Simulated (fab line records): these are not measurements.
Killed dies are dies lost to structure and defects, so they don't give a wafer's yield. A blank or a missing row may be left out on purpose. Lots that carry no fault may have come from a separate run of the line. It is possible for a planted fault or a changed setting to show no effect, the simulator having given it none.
Matching of chambers || flow nand harc || NHARC_P_CONTACT_STRIP_28 on rie diel-09: 4 sister chambers
The step strips in O2. 20 wafers are shown with their chamber, then 10 later ones without.

WAFERS WITH THEIR CHAMBER
{"wafer": "L074.1", "chamber": 1, "showerhead plenum p Torr (Torr)": 3.59, "rf vpp V (V)": 58.2, "oes product au (a.u.)": 1.001}
{"wafer": "L074.4", "chamber": 3, "showerhead plenum p Torr (Torr)": 3.56, "rf vpp V (V)": 57.6, "oes product au (a.u.)": 0.991}
{"wafer": "L074.5", "chamber": 1, "showerhead plenum p Torr (Torr)": 3.59, "rf vpp V (V)": 57.4, "oes product au (a.u.)": 1.002}
{"wafer": "L079.2", "chamber": 0, "showerhead plenum p Torr (Torr)": 3.73, "rf vpp V (V)": 59.8, "oes product au (a.u.)": 0.993}
{"wafer": "L079.3", "chamber": 1, "showerhead plenum p Torr (Torr)": 3.59, "rf vpp V (V)": 56.9, "oes product au (a.u.)": 0.993}
{"wafer": "L079.5", "chamber": 0, "showerhead plenum p Torr (Torr)": 3.72, "rf vpp V (V)": 57.8, "oes product au (a.u.)": 0.999}
{"wafer": "L080.1", "chamber": 0, "showerhead plenum p Torr (Torr)": 3.73, "rf vpp V (V)": 56.9, "oes product au (a.u.)": 1.000}
{"wafer": "L080.2", "chamber": 2, "showerhead plenum p Torr (Torr)": 3.40, "rf vpp V (V)": 56.3, "oes product au (a.u.)": 0.995}
{"wafer": "L080.3", "chamber": 1, "showerhead plenum p Torr (Torr)": 3.59, "rf vpp V (V)": 58.0, "oes product au (a.u.)": 1.003}
{"wafer": "L081.1", "chamber": 1, "showerhead plenum p Torr (Torr)": 3.59, "rf vpp V (V)": 57.7, "oes product au (a.u.)": 0.999}
{"wafer": "L081.4", "chamber": 3, "showerhead plenum p Torr (Torr)": 3.56, "rf vpp V (V)": 57.1, "oes product au (a.u.)": 0.985}
{"wafer": "L081.6", "chamber": 1, "showerhead plenum p Torr (Torr)": 3.59, "rf vpp V (V)": 57.7, "oes product au (a.u.)": 0.986}
{"wafer": "L086.1", "chamber": 1, "showerhead plenum p Torr (Torr)": 3.59, "rf vpp V (V)": 58.1, "oes product au (a.u.)": 0.993}
{"wafer": "L086.2", "chamber": 2, "showerhead plenum p Torr (Torr)": 3.39, "rf vpp V (V)": 57.5, "oes product au (a.u.)": 0.995}
{"wafer": "L086.4", "chamber": 0, "showerhead plenum p Torr (Torr)": 3.72, "rf vpp V (V)": 58.3, "oes product au (a.u.)": 0.998}
{"wafer": "L088.3", "chamber": 0, "showerhead plenum p Torr (Torr)": 3.72, "rf vpp V (V)": 58.5, "oes product au (a.u.)": 0.995}
{"wafer": "L088.4", "chamber": 3, "showerhead plenum p Torr (Torr)": 3.56, "rf vpp V (V)": 59.1, "oes product au (a.u.)": 0.995}
{"wafer": "L088.5", "chamber": 2, "showerhead plenum p Torr (Torr)": 3.39, "rf vpp V (V)": 57.3, "oes product au (a.u.)": 0.999}
{"wafer": "L090.1", "chamber": 0, "showerhead plenum p Torr (Torr)": 3.72, "rf vpp V (V)": 56.4, "oes product au (a.u.)": 1.002}
{"wafer": "L090.3", "chamber": 3, "showerhead plenum p Torr (Torr)": 3.56, "rf vpp V (V)": 58.5, "oes product au (a.u.)": 0.998}

SIGNATURES, as means of the wafers listed above
{"reading": "showerhead plenum p Torr", "chamber 0": 3.7233, "chamber 1": 3.5900, "chamber 2": 3.3933, "chamber 3": 3.5600, "scatter within a chamber": 0.00354}
{"reading": "rf vpp V", "chamber 0": 57.950, "chamber 1": 57.714, "chamber 2": 57.033, "chamber 3": 58.075, "scatter within a chamber": 0.86}
{"reading": "oes product au", "chamber 0": 0.99783, "chamber 1": 0.99671, "chamber 2": 0.99633, "chamber 3": 0.99225, "scatter within a chamber": 0.00496}
Rule: a wafer's distance from a chamber is the root of the sum, over the readings, of the square of ((its reading less the chamber's mean) divided by the reading's scatter). The wafer belongs to the nearest chamber; if the next one is less than 2 further off, it can't be placed. The scatter: take each reading less its chamber's mean, square it, sum over the shown wafers, divide by the number of wafers less the number of chambers, and take the root.

WAFERS WHOSE CHAMBER IS MISSING
{"wafer": "L090.6", "showerhead plenum p Torr (Torr)": 3.59, "rf vpp V (V)": 56.7, "oes product au (a.u.)": 1.013}
{"wafer": "L092.2", "showerhead plenum p Torr (Torr)": 3.72, "rf vpp V (V)": 57.9, "oes product au (a.u.)": 1.002}
{"wafer": "L092.3", "showerhead plenum p Torr (Torr)": 3.39, "rf vpp V (V)": 56.8, "oes product au (a.u.)": 1.002}
{"wafer": "L092.6", "showerhead plenum p Torr (Torr)": 3.72, "rf vpp V (V)": 58.5, "oes product au (a.u.)": 0.997}
{"wafer": "L096.3", "showerhead plenum p Torr (Torr)": 3.39, "rf vpp V (V)": 57.6, "oes product au (a.u.)": 0.998}
{"wafer": "L096.4", "showerhead plenum p Torr (Torr)": 3.56, "rf vpp V (V)": 59.0, "oes product au (a.u.)": 1.000}
{"wafer": "L096.5", "showerhead plenum p Torr (Torr)": 3.56, "rf vpp V (V)": 58.0, "oes product au (a.u.)": 1.005}
{"wafer": "L097.3", "showerhead plenum p Torr (Torr)": 3.58, "rf vpp V (V)": 56.5, "oes product au (a.u.)": 1.002}
{"wafer": "L097.4", "showerhead plenum p Torr (Torr)": 3.56, "rf vpp V (V)": 58.2, "oes product au (a.u.)": 1.002}
{"wafer": "L097.6", "showerhead plenum p Torr (Torr)": 3.56, "rf vpp V (V)": 56.8, "oes product au (a.u.)": 1.001}

THE CHAMBER EACH PASSED THROUGH
{"wafer": "L090.6", "from the rows above": 1, "in truth": 1}
{"wafer": "L092.2", "from the rows above": 0, "in truth": 0}
{"wafer": "L092.3", "from the rows above": 2, "in truth": 2}
{"wafer": "L092.6", "from the rows above": 0, "in truth": 0}
{"wafer": "L096.3", "from the rows above": 2, "in truth": 2}
{"wafer": "L096.4", "from the rows above": 3, "in truth": 3}
{"wafer": "L096.5", "from the rows above": 3, "in truth": 3}
{"wafer": "L097.3", "from the rows above": 1, "in truth": 1}
{"wafer": "L097.4", "from the rows above": 3, "in truth": 3}
{"wafer": "L097.6", "from the rows above": 3, "in truth": 3}
Correct placement for 10 of the 10. From these rows, 0 cannot be placed. Placed wrongly: 0.
